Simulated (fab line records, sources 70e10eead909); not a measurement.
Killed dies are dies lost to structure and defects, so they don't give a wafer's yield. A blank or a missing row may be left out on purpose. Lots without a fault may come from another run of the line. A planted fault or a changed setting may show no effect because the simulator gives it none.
Chamber matching | flow nand_harc | NHARC_A_WL_FILL_ALD_02 on ald_metal-04: 4 sister chambers
The step deposits TiN, target thk 2 nm, pulse time 3 s, ald cycles 100. 8 wafers are shown with their chamber, then 8 later ones without.

WAFERS WITH THEIR CHAMBER
wafer  | chamber | heater_power_w (W) | precursor_pulse_height_rel
L077.3 | 2       | 1142               | 1.014
L082.5 | 1       | 1046               | 0.988
L087.1 | 3       | 1025               | 1.008
L087.6 | 1       | 1045               | 0.974
L089.1 | 3       | 1025               | 0.977
L089.4 | 0       | 1087               | 0.995
L089.5 | 0       | 1081               | 0.980
L094.2 | 2       | 1109               | 0.998

WAFERS WITHOUT THEIR CHAMBER
wafer  | heater_power_w (W) | precursor_pulse_height_rel
L094.3 | 1091               | 0.992
L094.5 | 1058               | 0.993
L093.2 | 1093               | 0.979
L093.4 | 1050               | 1.002
L093.5 | 1076               | 0.968
L095.1 | 1157               | 0.984
L095.3 | 1040               | 1.001
L095.5 | 1106               | 0.986

WHICH CHAMBER EACH WENT THROUGH
wafer  | from the rows above          | in truth
L094.3 | 0                            | 0
L094.5 | can't be placed: 1 or 0 or 3 | 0
L093.2 | 0                            | 0
L093.4 | can't be placed: 1 or 3 or 0 | 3
L093.5 | can't be placed: 0 or 1      | 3
L095.1 | 2                            | 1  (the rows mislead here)
L095.3 | can't be placed: 3 or 1      | 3
L095.5 | can't be placed: 0 or 2      | 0
Placed correctly: 2 of 8. Can't be placed from these rows: 5 (the true chamber is among the candidates in 4). Placed wrongly: 1.
How it was worked out, from the rows above alone: a wafer's distance from a chamber is the root of the sum, over the readings, of the square of ((its reading less the chamber's mean) divided by the reading's scatter). The wafer belongs to the nearest chamber; if the next one is less than 2 further off, it can't be placed. A chamber's mean is the mean of its shown wafers. The scatter: the root of (the sum of the squares of (reading less its chamber's mean) over the shown wafers, divided by (wafers less chambers)).
